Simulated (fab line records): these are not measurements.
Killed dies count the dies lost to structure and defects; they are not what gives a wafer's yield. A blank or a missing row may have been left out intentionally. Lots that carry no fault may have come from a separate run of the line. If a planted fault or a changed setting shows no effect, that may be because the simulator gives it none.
Code-filled problem report in 8D (eight disciplines) form | flow n5Finfet | the parts of the form that need people (team, actions taken, sign-off) are left out

1. PROBLEM STATEMENT
Mean of susceptorTempC at N5_MOL_CONTACT_COAG_ALD_133: 91.16 C across 6 wafers in 2 lots; on wafers with no fault it is 99.99 C (standard deviation 0.14). Relative to the usual mean, that is a shift of -63 standard deviations.
The step: deposits SiO2, target thk 5 nm, pulse time 1 s, co reactant pulse time 1 s.
First seen on wafer L913.1, day 6 12:53, on aldSin-01. The record holds 27 wafers of 9 lots with a number at this step. The rule behind "out" and "out of limits": a value lying over 4 standard deviations away from the usual mean. The rest of the wafers with a number are treated as sound.

2. WHAT THIS IS AND IS NOT
question                    | is                     | is not
which readings at this step | susceptorTempC         | precursorPulseHeightRel
which lots                  | L913, L915             | L910, L911, L928, L929, L930, L931, L932
which wafers of those lots  | all that have a number | -
read on which tools         | aldSin-01              | aldSin-02, aldSin-04
when                        | from day 6 12:53       | up to then (6 sound wafers); but 15 sound wafers of L928, L929, L930, L931, L932 came after

3. WHAT RULES OUT EACH SUSPECT
Counting: any tool at a process step up to the reading is kept as a suspect provided that every lot that is out went through it and no sound lot did after the first of them.
- rieDiel-06 at N5_MOL_CONTACT_COAG_ETCH_65 (etches underlayer in N2/H2, target depth 13 nm, time 10.4 s): ruled out as a lasting fault. The sound lots L930, L932 went through it after L913, its earliest lot that is out (day 6 12:29).
- aldSin-01 at N5_MOL_CONTACT_COAG_ALD_133 (deposits SiO2, target thk 5 nm, pulse time 1 s, co reactant pulse time 1 s): ruled out as a lasting fault. The sound lots L928, L931, L932 went through it after L913, its earliest lot that is out (day 6 12:53).
Left after counting: nothing in the record.

4. THE CAUSE (what the simulator had put in)
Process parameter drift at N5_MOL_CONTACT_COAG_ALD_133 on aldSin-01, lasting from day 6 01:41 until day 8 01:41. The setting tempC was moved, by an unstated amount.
Counting ruled it out, wrongly.

5. SEQUENCE OF EFFECTS, ordered by route
Each row: a reading where the mean over the struck wafers with a number is more than 3 standard deviations away from the usual. Readings are gone through only where the record gives a usual standard deviation; hours: the median, over the lots, of the time from a lot's start at the first step in this table giving one to that lot's start at this step; sigmas: the change measured in usual standard deviations.
hours | step                        | reading        | usual   | on struck wafers | change | sigmas
0     | N5_MOL_CONTACT_COAG_ALD_133 | susceptorTempC | 99.99 C | 91.16            | -8.83  | -63
Here are the process steps it includes:
- N5_MOL_CONTACT_COAG_ALD_133: deposits SiO2, target thk 5 nm, pulse time 1 s, co reactant pulse time 1 s.
At these later measuring or inspecting steps, every struck wafer for which the step has a row has a number for every such reading, and none has moved that far: N5_BEOL_M4_RC_MEAS_101.

6. HOW IT WOULD HAVE BEEN CAUGHT EARLIER
In this record the first reading out of limits was taken at day 6 12:53, 11 hours after the fault began at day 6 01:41.
